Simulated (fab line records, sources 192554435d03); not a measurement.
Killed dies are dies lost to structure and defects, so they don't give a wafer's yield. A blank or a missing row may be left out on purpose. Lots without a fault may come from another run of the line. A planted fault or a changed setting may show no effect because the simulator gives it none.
Chamber matching | flow n5_finfet | N5_BEOL_M13_ETCH_68 on rie_diel-02: 4 sister chambers
The step etches SOC in N2/H2, time 355 s. 18 wafers are shown with their chamber, then 9 later ones without.

WAFERS WITH THEIR CHAMBER
wafer  | chamber | showerhead_plenum_p_Torr (Torr) | drypump_motor_current_A (A) | throttle_valve_pct (%)
L074.1 | 1       | 2.47                            | 5.66                        | 17.76
L074.2 | 0       | 2.61                            | 5.12                        | 18.01
L074.5 | 1       | 2.47                            | 5.63                        | 17.74
L076.1 | 3       | 2.42                            | 5.36                        | 17.82
L076.2 | 2       | 2.57                            | 5.84                        | 17.29
L076.4 | 2       | 2.57                            | 5.84                        | 17.27
L079.1 | 3       | 2.42                            | 5.32                        | 17.84
L079.4 | 0       | 2.60                            | 5.11                        | 17.55
L079.6 | 3       | 2.42                            | 5.33                        | 17.83
L080.4 | 0       | 2.60                            | 5.11                        | 17.56
L080.5 | 0       | 2.60                            | 5.12                        | 17.55
L080.6 | 3       | 2.42                            | 5.35                        | 17.83
L081.3 | 0       | 2.60                            | 5.11                        | 17.57
L081.4 | 2       | 2.56                            | 5.82                        | 17.31
L081.5 | 0       | 2.60                            | 5.10                        | 17.56
L087.1 | 2       | 2.56                            | 5.90                        | 17.31
L087.5 | 1       | 2.46                            | 5.65                        | 17.79
L087.6 | 0       | 2.60                            | 5.09                        | 17.60

SIGNATURES (means of the wafers above)
reading                  | chamber 0 | chamber 1 | chamber 2 | chamber 3 | scatter within a chamber
showerhead_plenum_p_Torr | 2.6014    | 2.4667    | 2.5650    | 2.4200    | 0.00425
drypump_motor_current_A  | 5.1086    | 5.6467    | 5.8500    | 5.3400    | 0.0203
throttle_valve_pct       | 17.6286   | 17.7633   | 17.2950   | 17.8300   | 0.112
Rule: a wafer's distance from a chamber is the root of the sum, over the readings, of the square of ((its reading less the chamber's mean) divided by the reading's scatter). The wafer belongs to the nearest chamber; if the next one is less than 2 further off, it can't be placed. The scatter: the root of (the sum of the squares of (reading less its chamber's mean) over the shown wafers, divided by (wafers less chambers)).

WAFERS WITHOUT THEIR CHAMBER
wafer  | showerhead_plenum_p_Torr (Torr) | drypump_motor_current_A (A) | throttle_valve_pct (%)
L088.1 | 2.41                            | 5.33                        | 17.86
L088.4 | 2.59                            | 5.13                        | 17.60
L088.5 | 2.41                            | 5.35                        | 17.88
L091.1 | 2.56                            | 5.84                        | 17.34
L091.4 | 2.46                            | 5.65                        | 17.82
L091.5 | 2.46                            | 5.65                        | 17.81
L095.3 | 2.59                            | 5.13                        | 17.62
L095.5 | 2.45                            | 5.65                        | 17.83
L095.6 | 2.55                            | 5.85                        | 17.36

WHICH CHAMBER EACH WENT THROUGH
wafer  | from the rows above | in truth
L088.1 | 3                   | 3
L088.4 | 0                   | 0
L088.5 | 3                   | 3
L091.1 | 2                   | 2
L091.4 | 1                   | 1
L091.5 | 1                   | 1
L095.3 | 0                   | 0
L095.5 | 1                   | 1
L095.6 | 2                   | 2
Placed correctly: 9 of 9. Can't be placed from these rows: 0. Placed wrongly: 0.
